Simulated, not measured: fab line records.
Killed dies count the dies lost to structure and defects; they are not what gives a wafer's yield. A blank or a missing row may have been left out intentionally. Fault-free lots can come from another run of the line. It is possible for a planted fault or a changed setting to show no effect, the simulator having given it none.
Which tool did it? ; flow n5Finfet ; 20 lots, 60 wafers sampled, at 3 steps of a route of 1938

== WHAT EACH GAUGE READ, for each wafer ==
N5_BEOL_M6_RS_MEAS_57: the measuring method here is four-point-probe.
lot;measured;on;M6_RS (ohm/sq)
L074;day 9 06:25;filmMetro-01;0.286 0.275 0.288
L075;day 9 15:56;filmMetro-01;0.263 0.292 0.274
L076;day 9 23:38;filmMetro-02;0.301 0.290 0.299
L077;day 10 05:42;filmMetro-01;0.286 0.304 0.279
L079;day 10 06:43;filmMetro-01;0.298 0.302 0.285
L078;day 10 11:29;filmMetro-01;0.266 0.287 0.290
L080;day 10 23:52;filmMetro-02;0.276 0.282 0.286
L081;day 11 04:44;filmMetro-01;0.293 0.300 0.286
L083;day 11 18:28;filmMetro-02;0.286 0.296 0.284
L085;day 11 19:35;filmMetro-01;0.284 0.303 0.287
L084;day 12 01:54;filmMetro-02;0.286 0.275 0.290
L088;day 12 02:57;filmMetro-02;0.285 0.287 0.279
L086;day 12 06:50;filmMetro-02;0.288 0.284 0.286
L089;day 13 01:49;filmMetro-02;0.293 0.294 0.290
L090;day 13 06:40;filmMetro-02;0.304 0.308 0.288
L092;day 14 03:53;filmMetro-01;0.304 0.288 0.281
L096;day 14 05:33;filmMetro-02;0.269 0.287 0.270
L093;day 14 05:56;filmMetro-02;0.273 0.279 0.273
L095;day 15 01:12;filmMetro-02;0.286 0.292 0.285
L097;day 15 05:47;filmMetro-01;0.288 0.295 0.290

N5_BEOL_M7_INSPECT_13: inspects for defects (brightfield).
lot;measured;on;rawDefectCount
L074;day 9 08:54;defectInspect-01;270 341 299
L075;day 9 18:23;defectInspect-01;400 378 551
L076;day 10 03:45;defectInspect-02;659 408 611
L077;day 10 09:19;defectInspect-02;464 392 522
L079;day 10 09:34;defectInspect-02;486 411 407
L078;day 10 13:22;defectInspect-02;400 363 339
L080;day 11 01:59;defectInspect-02;401 491 498
L081;day 11 09:31;defectInspect-02;400 366 328
L083;day 11 19:55;defectInspect-02;379 571 400
L085;day 11 21:19;defectInspect-02;362 463 446
L084;day 12 05:17;defectInspect-01;327 308 371
L088;day 12 05:41;defectInspect-02;521 404 446
L086;day 12 08:59;defectInspect-01;427 417 392
L089;day 13 05:03;defectInspect-01;266 265 409
L090;day 13 08:55;defectInspect-02;302 377 364
L092;day 14 05:59;defectInspect-01;423 353 333
L096;day 14 07:58;defectInspect-01;245 296 300
L093;day 14 08:11;defectInspect-01;263 385 312
L095;day 15 04:11;defectInspect-01;483 338 436
L097;day 15 08:40;defectInspect-01;336 336 352

== EACH LOT AND THE TOOL THAT RAN IT (in order: tool; ch and the chambers of the sampled wafers; start) ==
lot;N5_BEOL_M6_DEGAS_44
L074;pvdSputter-02, day 9 03:26
L075;pvdSputter-02, day 9 14:07
L076;pvdSputter-01, day 9 20:13
L077;pvdSputter-01, day 10 03:54
L079;pvdSputter-02, day 10 04:37
L078;pvdSputter-03, day 10 09:16
L080;pvdSputter-03, day 10 22:20
L081;pvdSputter-01, day 11 02:34
L083;pvdSputter-02, day 11 16:25
L085;pvdSputter-02, day 11 17:13
L084;pvdSputter-01, day 11 23:13
L088;pvdSputter-03, day 12 00:07
L086;pvdSputter-01, day 12 04:50
L089;pvdSputter-03, day 12 21:56
L090;pvdSputter-01, day 13 04:54
L092;pvdSputter-03, day 14 02:02
L096;pvdSputter-01, day 14 02:49
L093;pvdSputter-01, day 14 03:17
L095;pvdSputter-01, day 14 23:13
L097;pvdSputter-03, day 15 04:02
- N5_BEOL_M6_DEGAS_44: time 60 s.

== WHAT THE TOOLS THEMSELVES READ (means of the sampled wafers that have a number; where no wafer has one, the mark that the record gives instead) ==
N5_BEOL_M6_DEGAS_44.
lot;tool;heaterPowerW (W)
L074;pvdSputter-02;338
L075;pvdSputter-02;337
L076;pvdSputter-01;380
L077;pvdSputter-01;366
L079;pvdSputter-02;343
L078;pvdSputter-03;368
L080;pvdSputter-03;351
L081;pvdSputter-01;371
L083;pvdSputter-02;344
L085;pvdSputter-02;346
L084;pvdSputter-01;380
L088;pvdSputter-03;388
L086;pvdSputter-01;379
L089;pvdSputter-03;360
L090;pvdSputter-01;394
L092;pvdSputter-03;345
L096;pvdSputter-01;387
L093;pvdSputter-01;390
L095;pvdSputter-01;394
L097;pvdSputter-03;365

== THE ANSWER, worked out from the rows above alone ==
Rule: what is usual is taken from the lots themselves. Put in order of their means at a reading, lots are off if they are a third of the lots or fewer, leave a main group of 4 or more, and stand apart from it by a gap of 3 or more times the standard deviation of the main group's means; of several such gaps the widest counts. If all means in a main group match to the digits the tables above print for the reading, that group is not used. A lot without any number at a reading at which 4 lots or more have one is off too. The other lots that the step has rows for count as sound. First the gauges in route order, then the tools' own readings, where a lot's mean is used as printed above. At the first step where some lot is off, the reading lying furthest off is the one used; lots without a number count as furthest.
No lot is off on any of the readings shown, so nothing can be concluded from this.

== WHAT THE SIMULATOR HAD INSERTED ==
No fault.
